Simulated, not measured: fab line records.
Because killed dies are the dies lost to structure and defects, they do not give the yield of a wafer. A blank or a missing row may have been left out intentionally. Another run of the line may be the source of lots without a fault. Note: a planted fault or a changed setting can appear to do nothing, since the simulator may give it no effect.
Matching of chambers || flow n5 finfet || N5_BEOL_M11_ETCH_65 on rie diel-01 has 4 sister chambers
The step etches SiARC in CF4, target depth 39 nm, time 65 s. 8 wafers are shown with their chamber, then 10 later ones without.

## EACH WAFER AND ITS CHAMBER
{"wafer": "L078.6", "chamber": 0, "throttle valve pct (%)": 16.01, "oes product au (a.u.)": 0.58}
{"wafer": "L081.4", "chamber": 2, "throttle valve pct (%)": 15.76, "oes product au (a.u.)": 0.60}
{"wafer": "L081.6", "chamber": 0, "throttle valve pct (%)": 16.00, "oes product au (a.u.)": 0.58}
{"wafer": "L088.1", "chamber": 2, "throttle valve pct (%)": 15.78, "oes product au (a.u.)": 0.59}
{"wafer": "L088.2", "chamber": 3, "throttle valve pct (%)": 16.08, "oes product au (a.u.)": 0.63}
{"wafer": "L088.3", "chamber": 1, "throttle valve pct (%)": 15.62, "oes product au (a.u.)": 0.77}
{"wafer": "L089.1", "chamber": 3, "throttle valve pct (%)": 16.09, "oes product au (a.u.)": 0.63}
{"wafer": "L089.3", "chamber": 1, "throttle valve pct (%)": 15.64, "oes product au (a.u.)": 0.75}

## WAFERS MISSING THEIR CHAMBER
{"wafer": "L089.4", "throttle valve pct (%)": 15.54, "oes product au (a.u.)": 0.84}
{"wafer": "L091.3", "throttle valve pct (%)": 16.10, "oes product au (a.u.)": 0.63}
{"wafer": "L091.4", "throttle valve pct (%)": 15.80, "oes product au (a.u.)": 0.58}
{"wafer": "L091.6", "throttle valve pct (%)": 15.64, "oes product au (a.u.)": 0.74}
{"wafer": "L090.2", "throttle valve pct (%)": 15.54, "oes product au (a.u.)": 0.79}
{"wafer": "L090.3", "throttle valve pct (%)": 16.12, "oes product au (a.u.)": 0.61}
{"wafer": "L090.5", "throttle valve pct (%)": 16.11, "oes product au (a.u.)": 0.62}
{"wafer": "L092.2", "throttle valve pct (%)": 15.82, "oes product au (a.u.)": 0.58}
{"wafer": "L092.4", "throttle valve pct (%)": 15.54, "oes product au (a.u.)": 0.79}
{"wafer": "L092.6", "throttle valve pct (%)": 15.80, "oes product au (a.u.)": 0.58}

## THE CHAMBER EACH PASSED THROUGH
{"wafer": "L089.4", "from the rows above": 1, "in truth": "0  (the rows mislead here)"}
{"wafer": "L091.3", "from the rows above": 3, "in truth": 3}
{"wafer": "L091.4", "from the rows above": 2, "in truth": 2}
{"wafer": "L091.6", "from the rows above": 1, "in truth": 1}
{"wafer": "L090.2", "from the rows above": 1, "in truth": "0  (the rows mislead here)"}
{"wafer": "L090.3", "from the rows above": 3, "in truth": 3}
{"wafer": "L090.5", "from the rows above": 3, "in truth": 3}
{"wafer": "L092.2", "from the rows above": 2, "in truth": 2}
{"wafer": "L092.4", "from the rows above": 1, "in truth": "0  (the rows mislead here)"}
{"wafer": "L092.6", "from the rows above": 2, "in truth": 2}
Placed correctly: 7 of 10. Not placeable from these rows: 0. 3 placed wrongly.
How it was worked out, from the rows above alone: a wafer's distance from a chamber is the root of the sum, over the readings, of the square of ((its reading less the chamber's mean) divided by the reading's scatter). If the next closest chamber is less than 2 further off than the closest, the wafer can't be placed; otherwise it belongs to the closest. A chamber's mean is the mean of its shown wafers. How the scatter is found: for the shown wafers, subtract from each reading the mean of its chamber, square and add these, divide the total by (wafers less chambers), then take the root.
